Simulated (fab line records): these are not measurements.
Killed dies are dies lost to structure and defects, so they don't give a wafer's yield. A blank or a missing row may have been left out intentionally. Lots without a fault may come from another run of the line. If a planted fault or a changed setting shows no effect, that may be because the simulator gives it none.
fab line records -- flow n5_finfet
[record] lots = 5, wafers = 15, last_day = 17
route steps=1938 shown BEOL_M14@1739 PASSIVATION@1936
lots with no fault: from the same line, run without faults
start_h: the number of hours between the record's first day and the start of the first shown wafer of the lot -- wait_h: how many hours have passed since the lot's step before this one -- " as in the row above -- L1.1+2: a row that stands for several wafers -- - no value, or no start was given -- * or withheld: withheld -- < > ~ a bound
route shown NAME@n: a module of which the file shows steps, and the number in the route of the first -- usual: average and standard deviation across the fault-free wafers -- same: alike in all rows -- chamber/n: place in a boat -- sites: each site's reading -- _std_site: standard deviation across them -- _edge_site: mean of outer sites minus mean of inner sites -- radius_mm: for every site, how far away it sits from the centre of the wafer -- mask NAME#n: copy n -- behind: tool/chamber where the wafer was last shaped -- hold: why the lot went on hold/how many hours it stayed there/how the hold came to an end -- device: which transistor (n, p or np) failed to switch -- end of line: tests of these same wafers at the route's end -- a step without rows: its recipe alone -- killed: dies that structure and defects cost at the first sort, which is not the same as the wafer's yield -- map: the dies of a wafer, with x for killed, . for not killed, _ for no die there
set.NAME: setting as actually run; set.NAME@STEP: the setting as run at that earlier step -- model.NAME: the simulator's own value behind a step, which no gauge read
lots seen at some steps along the route; tables by step, rows by wafer
services: when a tool's chamber went out of use (start_h, in hours from the record's first day, below 0 if earlier), for how many hours, and the reason
[[steps]]
[step N5_BEOL_M14_COAT_22]
[recipe] spin_rpm = 2888, resist_thk_nm = 300
[step N5_BEOL_M14_EBR_24]
[recipe] solvent = PGMEA, ebr_width_mm = 1.5
[step N5_BEOL_M14_SOFTBAKE_23]
[recipe] temp_c = 130, time_s = 60
[step N5_BEOL_M14_EXPOSE_25]
[recipe] mask_id = M14, na = 0.8, source_shape = annular, sigma_inner = 0.5, sigma_outer = 0.8, polarization = unpolarized, target_cd_nm = 280, dose_mj = 26.6
[step N5_BEOL_M14_PEB_26]
[recipe] peb_temp_c = 130, peb_time_s = 90
[step N5_BEOL_M14_DEVELOP_27]
[recipe] develop_time_s = 45, rinse_liquid = diw, dry = air_spin, dev_temp_c = 21
[step N5_BEOL_M14_HARDBAKE_32]
[recipe] temp_c = 130, time_s = 120
[step N5_BEOL_M14_CD_MEAS_28]
[recipe] target_cd_nm = 284.4, landing_energy_ev = 500, detector = se_inlens
[usual] cd_nm = 285.2/1.6
[same] landing_energy_ev = 500
lot.wafer,tool,chamber,start_h,wait_h,cd_nm
L623.1,cd_sem-01,0,292.22,-,286.1
L623.2,cd_sem-01,0,292.22,-,285.6
L623.5,cd_sem-01,0,292.22,-,286.0
L625.1,cd_sem-03,0,312.80,-,287.5
L625.3,cd_sem-03,0,312.80,-,286.2
L625.4,cd_sem-03,0,312.80,-,284.5
L627.1,cd_sem-03,0,322.83,-,287.7
L627.3,cd_sem-03,0,322.83,-,284.4
L627.5,cd_sem-03,0,322.83,-,288.5
L632.2,cd_sem-01,0,341.55,-,287.1
L632.3,cd_sem-01,0,341.55,-,285.6
L632.4,cd_sem-01,0,341.55,-,285.5
L637.2,cd_sem-03,0,392.50,-,282.5
L637.4,cd_sem-03,0,392.50,-,284.9
L637.5,cd_sem-03,0,392.50,-,280.7
[step N5_BEOL_M14_OVL_MEAS_29]
[recipe] points_per_wafer = 44
[usual] M14_OVL = -3/5.7
lot.wafer,tool,chamber,start_h,wait_h,M14_OVL[nm]
L623.1,overlay-01,0,292.25,0.0,-2
L623.2,overlay-01,0,292.25,0.0,2
L623.5,overlay-01,0,292.25,0.0,0
L625.1,overlay-01,0,312.83,0.0,-3
L625.3,overlay-01,0,312.83,0.0,0
L625.4,overlay-01,0,312.83,0.0,-7
L627.1,overlay-01,0,322.86,0.0,-16
L627.3,overlay-01,0,322.86,0.0,-9
L627.5,overlay-01,0,322.86,0.0,-9
L632.2,overlay-01,0,341.58,0.0,7
L632.3,overlay-01,0,341.58,0.0,5
L632.4,overlay-01,0,341.58,0.0,3
L637.2,overlay-01,0,392.53,0.0,1
L637.4,overlay-01,0,392.53,0.0,0
L637.5,overlay-01,0,392.53,0.0,-2
[step N5_BEOL_M14_INSPECT_30]
[recipe] mode = adi, inspect_instrument = macro
[usual] raw_defect_count = 2.0/1.4
lot.wafer,tool,chamber,start_h,wait_h,raw_defect_count
L623.1,defect_inspect-01,-,292.27,0.0,3
L623.2,defect_inspect-01,-,292.27,0.0,4
L623.5,defect_inspect-01,-,292.27,0.0,4
L625.1,defect_inspect-01,-,312.85,0.0,1
L625.3,defect_inspect-01,-,312.85,0.0,1
L625.4,defect_inspect-01,-,312.85,0.0,0
L627.1,defect_inspect-02,-,322.89,0.0,5
L627.3,defect_inspect-02,-,322.89,0.0,1
L627.5,defect_inspect-02,-,322.89,0.0,1
L632.2,defect_inspect-02,-,341.60,0.0,3
L632.3,defect_inspect-02,-,341.60,0.0,1
L632.4,defect_inspect-02,-,341.60,0.0,3
L637.2,defect_inspect-01,-,392.55,0.0,2
L637.4,defect_inspect-01,-,392.55,0.0,3
L637.5,defect_inspect-01,-,392.55,0.0,2
[step N5_BEOL_M14_DESCUM_33]
[recipe] chemistry = O2, time_s = 7.9, source_power_w = 50, bias_power_w = 20, pressure_mtorr = 20, rf_frequency_hz = 2.712e+07, temp_c = 40, o2_flow_sccm = 225
[usual] drypump_motor_current_A = 5.6/0.32, oes_product_au = 0.79/0.088, rf_vpp_V = 243.3/1.1, showerhead_plenum_p_Torr = 2.11/0.057, throttle_valve_pct = 20.48/0.23
lot.wafer,tool,chamber,start_h,wait_h,drypump_motor_current_A,oes_product_au,rf_hours_counter_h,rf_vpp_V,showerhead_plenum_p_Torr,throttle_valve_pct
L623.1,rie_diel-03,0,292.31,0.0,5.3,0.88,32,246.2,2.14,20.59
L623.2,rie_diel-03,3,292.31,0.0,5.1,0.70,203,243.0,2.09,20.61
L623.5,rie_diel-03,2,292.31,0.0,6.2,0.68,-,242.6,2.09,20.72
L625.1,rie_diel-03,0,312.88,0.0,5.3,0.86,37,242.5,2.14,20.57
L625.3,rie_diel-03,3,312.88,0.0,5.2,0.69,209,243.3,2.09,20.60
L625.4,rie_diel-03,2,312.88,0.0,6.3,0.68,249,243.9,2.08,20.74
L627.1,rie_diel-01,3,322.92,0.0,5.5,0.82,96,241.4,2.02,20.08
L627.3,rie_diel-01,0,322.92,0.0,5.7,0.78,113,244.5,2.20,20.17
L627.5,rie_diel-01,0,322.92,0.0,5.7,0.78,-,244.2,2.20,20.15
L632.2,rie_diel-01,0,341.98,0.4,5.7,0.79,120,245.0,2.20,20.16
L632.3,rie_diel-01,2,341.98,0.4,5.7,0.89,30,243.3,2.16,20.60
L632.4,rie_diel-01,3,341.98,0.4,5.5,0.81,103,242.3,2.01,20.10
L637.2,rie_diel-06,3,392.59,0.0,5.1,0.66,246,243.5,2.16,21.03
L637.4,rie_diel-06,0,392.59,0.0,5.9,0.76,139,242.2,1.98,20.14
L637.5,rie_diel-06,1,392.59,0.0,5.7,0.89,-,244.5,2.12,20.49
[step N5_BEOL_M14_ETCH_67]
[recipe] chemistry = CF4, target = SiARC, target_depth_a = 1430, time_s = 238.3, ion_energy_ev = 80, pressure_mtorr = 40, source_w = 545, bias_w = 36, Ar_flow_sccm = 100, cf4_flow_sccm = 100, ends = cleared
[usual] drypump_motor_current_A = 5.6/0.32, etch_rf_on_time_s = 240/6.1, oes_product_au = 0.67/0.071, rf_vpp_V = 184.3/1, showerhead_plenum_p_Torr = 2.15/0.05, throttle_valve_pct = 15.63/0.22
lot.wafer,tool,chamber,start_h,wait_h,drypump_motor_current_A,etch_rf_on_time_s,oes_product_au,rf_hours_counter_h,rf_vpp_V,showerhead_plenum_p_Torr,throttle_valve_pct
L623.1,rie_diel-03,0,292.34,0.0,5.3,242,0.73,32,184.2,2.18,15.65
L623.2,rie_diel-03,3,292.34,0.0,5.1,245,0.59,203,183.6,2.13,15.77
L623.5,rie_diel-03,2,292.34,0.0,6.3,253,0.58,-,183.9,2.10,15.78
L625.1,rie_diel-03,0,312.92,0.0,5.3,243,0.72,37,185.9,2.18,15.67
L625.3,rie_diel-03,3,312.92,0.0,5.2,243,0.59,209,183.3,2.13,15.78
L625.4,rie_diel-03,2,312.92,0.0,6.3,252,0.57,249,183.2,2.10,15.80
L627.1,rie_diel-01,3,322.96,0.0,5.5,246,0.68,96,182.4,2.08,15.35
L627.3,rie_diel-01,0,322.96,0.0,5.7,237,0.69,113,184.2,2.23,15.30
L627.5,rie_diel-01,0,322.96,0.0,5.7,235,0.67,-,184.8,2.23,15.29
L632.2,rie_diel-01,0,342.02,0.0,5.7,235,0.68,120,186.0,2.23,15.31
L632.3,rie_diel-01,2,342.02,0.0,5.7,241,0.75,30,185.1,2.19,15.58
L632.4,rie_diel-01,3,342.02,0.0,5.5,246,0.68,103,184.1,2.08,15.39
L637.2,rie_diel-06,3,392.62,0.0,5.1,237,0.57,247,183.0,2.21,16.21
L637.4,rie_diel-06,0,392.62,0.0,5.9,232,0.67,139,182.2,2.06,15.52
L637.5,rie_diel-06,1,392.62,0.0,5.7,228,0.77,-,185.4,2.17,15.63
[step N5_BEOL_M14_ETCH_68]
[recipe] chemistry = N2/H2, target = SOC, mask_material = SiARC, source_w = 3000, bias_w = 350, temp_c = 40, time_s = 450, ion_energy_ev = 200, pressure_mtorr = 30, n2_flow_sccm = 200, h2_flow_sccm = 200
[usual] drypump_motor_current_A = 5.6/0.32, oes_product_au = 0.79/0.086, rf_vpp_V = 524.2/1.8, run_length_s = 473.3/0.42, showerhead_plenum_p_Torr = 2.55/0.068, throttle_valve_pct = 17.76/0.24
lot.wafer,tool,chamber,start_h,wait_h,drypump_motor_current_A,oes_product_au,rf_hours_counter_h,rf_vpp_V,run_length_s,showerhead_plenum_p_Torr,throttle_valve_pct,model.SiARC_of_BEOL_M14_COAT_66.thk_nm
L623.1,rie_diel-03,0,292.49,0.1,5.3,0.87,32,526.7,473.9,2.56,17.57,64.8
L623.2,rie_diel-03,3,292.49,0.1,5.2,0.71,203,522.5,473.0,2.53,17.97,66.2
L623.5,rie_diel-03,2,292.49,0.1,6.3,0.68,-,523.2,473.4,2.49,17.76,67
L625.1,rie_diel-03,0,313.07,0.1,5.3,0.86,38,524.7,448.4,2.56,17.58,67.4
L625.3,rie_diel-03,3,313.07,0.1,5.2,0.69,209,523.4,473.4,2.53,17.97,65.8
L625.4,rie_diel-03,2,313.07,0.1,6.3,0.67,250,522.3,472.8,2.49,17.78,66.8
L627.1,rie_diel-01,3,323.10,0.1,5.5,0.81,96,521.4,473.9,2.47,17.60,65.8
L627.3,rie_diel-01,0,323.10,0.1,5.8,0.78,113,526.9,473.4,2.68,17.59,66.4
L627.5,rie_diel-01,0,323.10,0.1,5.7,0.79,-,527.5,473.2,2.69,17.61,65.8
L632.2,rie_diel-01,0,342.16,0.1,5.7,0.79,120,526.8,472.9,2.68,17.62,65.2
L632.3,rie_diel-01,2,342.16,0.1,5.7,0.89,30,524.4,473.4,2.60,17.89,64.6
L632.4,rie_diel-01,3,342.16,0.1,5.5,0.80,103,521.8,473.6,2.47,17.62,65.6
L637.2,rie_diel-06,3,392.77,0.1,5.1,0.67,247,525.5,473.4,2.62,18.48,66.2
L637.4,rie_diel-06,0,392.77,0.1,5.9,0.76,139,523.0,473.9,2.43,17.54,66
L637.5,rie_diel-06,1,392.77,0.1,5.6,0.90,-,526.3,473.0,2.58,17.82,64
[step N5_BEOL_M14_STRIP_69]
[recipe] chemistry = N2/H2, temp_c = 40, n2_flow_sccm = 200, h2_flow_sccm = 200, rf_frequency_hz = 6e+07
[step N5_PASSIVATION_PROBE_49]
[usual] defect_limited_yield = 91.0/1.3, killed_at_M0_to_M3 = 33/10, killed_at_M4_up = 14/5.6, killed_at_contacts = 12/5.8, killed_at_front_end = 43/11, killed_at_other = 4.1/2.8, killed_dies = 106/15, killed_open = 70/12, killed_short = 34/7.5, sort_bin_5_function = 5.3/0.88, sort_bin_6_memory = 3.3/0.64, sort_n_pass = 1074/15, sort_yield_pct = 91.0/1.3
[same] gross_dies = 1180, killed_at_back_side = 0, sort_bin_4_leakage[%] = 0, sort_bin_8_speed[%] = 0
lot.wafer,tool,chamber,start_h,wait_h,defect_limited_yield[%],killed_at_M0_to_M3,killed_at_M4_up,killed_at_contacts,killed_at_front_end,killed_at_other,killed_dies,killed_open,killed_short,sort_bin_5_function[%],sort_bin_6_memory[%],sort_n_pass,sort_yield_pct[%]
L623.1,prober-01,-,317.49,0.0,90.7,14,19,23,51,3,110,86,19,4.7,4.2,1070,90.7
L623.2,prober-01,-,317.54,0.1,90.3,26,10,17,59,3,115,80,33,5.8,3.8,1065,90.3
L623.5,prober-01,-,317.69,0.2,88.3,44,13,15,61,5,138,86,50,5.8,5.0,1042,88.3
L625.1,prober-02,-,338.36,0.0,89.3,61,16,6,41,2,126,87,39,6.9,3.3,1054,89.3
L625.3,prober-02,-,338.46,0.1,89.6,52,9,4,51,7,123,86,37,6.7,3.5,1057,89.6
L625.4,prober-02,-,338.51,0.2,90.8,47,9,7,43,2,108,70,38,6.0,3.0,1072,90.8
L632.2,prober-01,-,368.00,0.1,91.7,36,5,25,26,6,98,63,35,5.3,2.5,1082,91.7
L632.3,prober-01,-,368.05,0.1,91.1,44,6,18,28,9,105,66,39,4.8,3.4,1075,91.1
L632.4,prober-01,-,368.10,0.2,89.7,47,14,9,46,5,121,67,52,6.0,3.7,1059,89.7
L637.2,prober-02,-,416.23,0.1,93.3,27,12,8,27,5,79,54,24,4.6,2.0,1101,93.3
L637.4,prober-02,-,416.33,0.2,90.6,25,24,12,41,9,111,70,41,5.7,3.4,1069,90.6
L637.5,prober-02,-,416.38,0.2,89.1,42,18,18,39,12,129,87,41,6.9,3.8,1051,89.1
// killed by level:class
L623.1 MOL_CONTACT_COAG:geometric_particle:open=19 FIN_SAQP:geometric_particle:open=18 STI_FIN_REVEAL:geometric_particle:open=10 BEOL_M4:geometric_particle:open=10 FIN_SAQP:geometric_particle:short=6 DUMMY_GATE:geometric_particle:open=5 ILD0:geometric_particle:open=4 MOL_CONTACT_COAG:geometric_particle:short=4
L623.2 FIN_SAQP:geometric_particle:open=25 MOL_CONTACT_COAG:geometric_particle:open=16 FIN_SAQP:geometric_particle:short=11 BEOL_M2:geometric_particle:open=9 STI_FIN_REVEAL:geometric_particle:open=6 DUMMY_GATE:geometric_particle:open=4 STARTING-WAFER:geometric_particle:short=4 BEOL_M1:geometric_particle:open=3
L623.5 FIN_SAQP:geometric_particle:short=13 MOL_CONTACT_COAG:geometric_particle:open=13 FIN_SAQP:geometric_particle:open=12 BEOL_M0_SAQP:geometric_particle:short=11 BEOL_M0_SAQP:geometric_particle:open=10 STI_FIN_REVEAL:geometric_particle:open=9 BEOL_M1:geometric_particle:open=6 BEOL_M3:geometric_particle:open=6
L625.1 BEOL_M2:geometric_particle:open=20 BEOL_M0_SAQP:geometric_particle:short=15 BEOL_M0_SAQP:geometric_particle:open=12 FIN_SAQP:geometric_particle:open=9 FIN_SAQP:geometric_particle:short=8 GATE_CUT:geometric_particle:open=7 BEOL_M4:geometric_particle:open=7 STI_FIN_REVEAL:geometric_particle:open=5
L625.3 BEOL_M0_SAQP:geometric_particle:open=14 FIN_SAQP:geometric_particle:open=13 DUMMY_GATE:geometric_particle:open=12 BEOL_M3:geometric_particle:open=11 DUMMY_GATE:geometric_particle:short=8 BEOL_M2:geometric_particle:open=8 BEOL_M0_SAQP:geometric_particle:short=7 BEOL_M3:geometric_particle:short=5
L625.4 BEOL_M2:geometric_particle:open=11 FIN_SAQP:geometric_particle:short=10 BEOL_M0_SAQP:geometric_particle:open=10 FIN_SAQP:geometric_particle:open=9 BEOL_M0_SAQP:geometric_particle:short=9 MOL_CONTACT_COAG:geometric_particle:open=6 DUMMY_GATE:geometric_particle:open=5 STARTING-WAFER:geometric_particle:open=5
L632.2 MOL_CONTACT_COAG:geometric_particle:open=18 FIN_SAQP:geometric_particle:open=8 MOL_CONTACT_COAG:geometric_particle:short=7 BEOL_M1:geometric_particle:open=7 BEOL_M2:geometric_particle:open=7 BEOL_M0_SAQP:geometric_particle:short=6 FIN_SAQP:geometric_particle:short=4 GATE_CUT:geometric_particle:short=4
L632.3 BEOL_M1:geometric_particle:open=14 MOL_CONTACT_COAG:geometric_particle:open=11 BEOL_M3:geometric_particle:open=11 FIN_SAQP:geometric_particle:open=10 FIN_SAQP:geometric_particle:short=8 MOL_CONTACT_COAG:geometric_particle:short=7 BEOL_M0_SAQP:geometric_particle:short=5 BEOL_M2:geometric_particle:short=5
L632.4 BEOL_M0_SAQP:geometric_particle:short=18 STI_FIN_REVEAL:geometric_particle:open=17 BEOL_M0_SAQP:geometric_particle:open=14 MOL_CONTACT_COAG:geometric_particle:open=6 STARTING-WAFER:geometric_particle:short=6 FIN_SAQP:geometric_particle:short=5 STI_FIN_REVEAL:geometric_particle:short=5 BEOL_M4:geometric_particle:open=5
L637.2 MOL_CONTACT_COAG:geometric_particle:open=7 FIN_SAQP:geometric_particle:open=6 BEOL_M0_SAQP:geometric_particle:short=6 BEOL_M8:geometric_particle:open=6 FIN_SAQP:geometric_particle:short=5 BEOL_M0_SAQP:geometric_particle:open=5 BEOL_M2:geometric_particle:open=5 BEOL_M3:geometric_particle:open=4
L637.4 BEOL_M4:geometric_particle:open=15 FIN_SAQP:geometric_particle:short=13 FIN_SAQP:geometric_particle:open=13 MOL_CONTACT_COAG:geometric_particle:open=10 BEOL_M0_SAQP:geometric_particle:open=6 MIM_TOP:geometric_particle:short=6 BEOL_M0_SAQP:geometric_particle:short=5 BEOL_M2:geometric_particle:open=5
L637.5 STI_FIN_REVEAL:geometric_particle:open=15 MOL_CONTACT_COAG:geometric_particle:open=14 BEOL_M0_SAQP:geometric_particle:open=13 BEOL_M0_SAQP:geometric_particle:short=11 BEOL_M4:geometric_particle:open=11 FIN_SAQP:geometric_particle:short=10 BEOL_M2:geometric_particle:open=8 BEOL_M1:geometric_particle:open=6
[[services]]
tool,chamber,start_h,hours,kind
rie_diel-03,2,313.92,-,clean
rie_diel-03,2,313.92,-,consumable_replace:focus_ring
rie_diel-03,2,313.92,18.7,scheduled_down
rie_diel-03,2,313.92,18.7,vent_cycle
rie_diel-03,0,317.64,4.0,repair
rie_diel-01,1,338.06,3.9,repair
rie_diel-03,1,354.52,4.8,repair
rie_diel-03,-,372.66,0.1,repair
rie_diel-01,1,383.90,-,clean
rie_diel-01,1,383.90,-,consumable_replace:focus_ring
rie_diel-01,1,383.90,12.7,scheduled_down
rie_diel-01,1,383.90,12.7,vent_cycle
[[key]]
[first_sign] step = N5_BEOL_M14_ETCH_68, reading = run_length_s, direction = down, sigmas = 59, usual = *, struck = *
effect none on later readings
[model_effect] step = N5_BEOL_M14_ETCH_68, value = SiARC_of_BEOL_M14_COAT_66.thk_nm, without = 64.8, struck = 67.4
met_at N5_BEOL_M14_ETCH_68
struck_wafers L625.1
onset_between 292.49 313.07
[fault] kind = process_parameter_drift, tool = rie_diel-03, chamber = -, onset_h = 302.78, steps = N5_BEOL_M14_ETCH_68, channel = time_s, offset = *, shape = step, end_h = 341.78, scope = struck_wafers_only, acts_in = *, stated = *
